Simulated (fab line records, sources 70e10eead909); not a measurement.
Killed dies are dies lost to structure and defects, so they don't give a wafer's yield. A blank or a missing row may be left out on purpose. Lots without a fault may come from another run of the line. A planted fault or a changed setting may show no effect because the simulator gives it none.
Chamber matching | flow nand_harc | NHARC_THIN_TSV_ETCH_15 on rie_si-05: 4 sister chambers
The step target depth 3000 nm, bosch target overetch cycles 2, bosch etch step 2.8 s. 8 wafers are shown with their chamber, then 7 later ones without.

WAFERS WITH THEIR CHAMBER
wafer  | chamber | drypump_motor_current_A (A)
L130.1 | 2       | 6.7
L130.2 | 0       | 6.0
L130.6 | 1       | 5.6
L131.1 | 3       | 6.2
L131.3 | 1       | 5.6
L131.4 | 0       | 5.9
L141.1 | 3       | 6.2
L141.2 | 2       | 6.7

WAFERS WITHOUT THEIR CHAMBER
wafer  | drypump_motor_current_A (A)
L141.6 | 5.7
L144.2 | 6.7
L144.4 | 6.0
L144.6 | 6.3
L142.1 | 5.6
L142.4 | 6.2
L142.6 | 5.6

WHICH CHAMBER EACH WENT THROUGH
wafer  | from the rows above | in truth
L141.6 | 1                   | 1
L144.2 | 2                   | 2
L144.4 | 0                   | 0
L144.6 | 3                   | 3
L142.1 | 1                   | 1
L142.4 | 3                   | 3
L142.6 | 1                   | 1
Placed correctly: 7 of 7. Can't be placed from these rows: 0. Placed wrongly: 0.
How it was worked out, from the rows above alone: a wafer's distance from a chamber is the root of the sum, over the readings, of the square of ((its reading less the chamber's mean) divided by the reading's scatter). The wafer belongs to the nearest chamber; if the next one is less than 2 further off, it can't be placed. A chamber's mean is the mean of its shown wafers. The scatter: the root of (the sum of the squares of (reading less its chamber's mean) over the shown wafers, divided by (wafers less chambers)).
